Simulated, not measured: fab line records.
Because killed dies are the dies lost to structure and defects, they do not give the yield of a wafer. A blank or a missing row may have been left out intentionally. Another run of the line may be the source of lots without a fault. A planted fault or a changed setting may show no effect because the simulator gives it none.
Matching of chambers -- flow n5Finfet -- N5_BEOL_M9_ETCH_65 on rieDiel-05 has 4 sister chambers
The step etches SiARC in CF4, target depth 15.6 nm, time 26 s. 4 wafers are shown with their chamber, then 8 later ones without.

EACH WAFER AND ITS CHAMBER
wafer,chamber,showerheadPlenumPTorr (Torr)
L077.4,0,2.26
L077.6,3,2.09
L084.5,2,2.26
L086.1,1,2.26

WAFERS MISSING THEIR CHAMBER
wafer,showerheadPlenumPTorr (Torr)
L086.3,2.25
L086.5,2.26
L090.3,2.26
L090.4,2.26
L090.6,2.25
L092.3,2.25
L092.5,2.26
L092.6,2.08

CHAMBER TAKEN BY EACH
wafer,from the rows above,in truth
L086.3,can't be placed: 0 or 1 or 2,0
L086.5,can't be placed: 0 or 1 or 2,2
L090.3,can't be placed: 0 or 1 or 2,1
L090.4,can't be placed: 0 or 1 or 2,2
L090.6,can't be placed: 0 or 1 or 2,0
L092.3,can't be placed: 0 or 1 or 2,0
L092.5,can't be placed: 0 or 1 or 2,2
L092.6,3,3
Correct placement for 1 of the 8. Can't be placed from these rows: 7 (the true chamber is among the candidates in 7). 0 placed wrongly.
How it was worked out, from the rows above alone: a wafer's distance from a chamber is the root of the sum, over the readings, of the square of ((its reading less the chamber's mean) divided by the reading's scatter). If the next closest chamber is less than 2 further off than the closest, the wafer can't be placed; otherwise it belongs to the closest. A chamber's mean is the mean of its shown wafers. The scatter (one wafer shown for each chamber): square how far every hidden wafer sits from the nearest shown wafer, average those squares and take the square root.
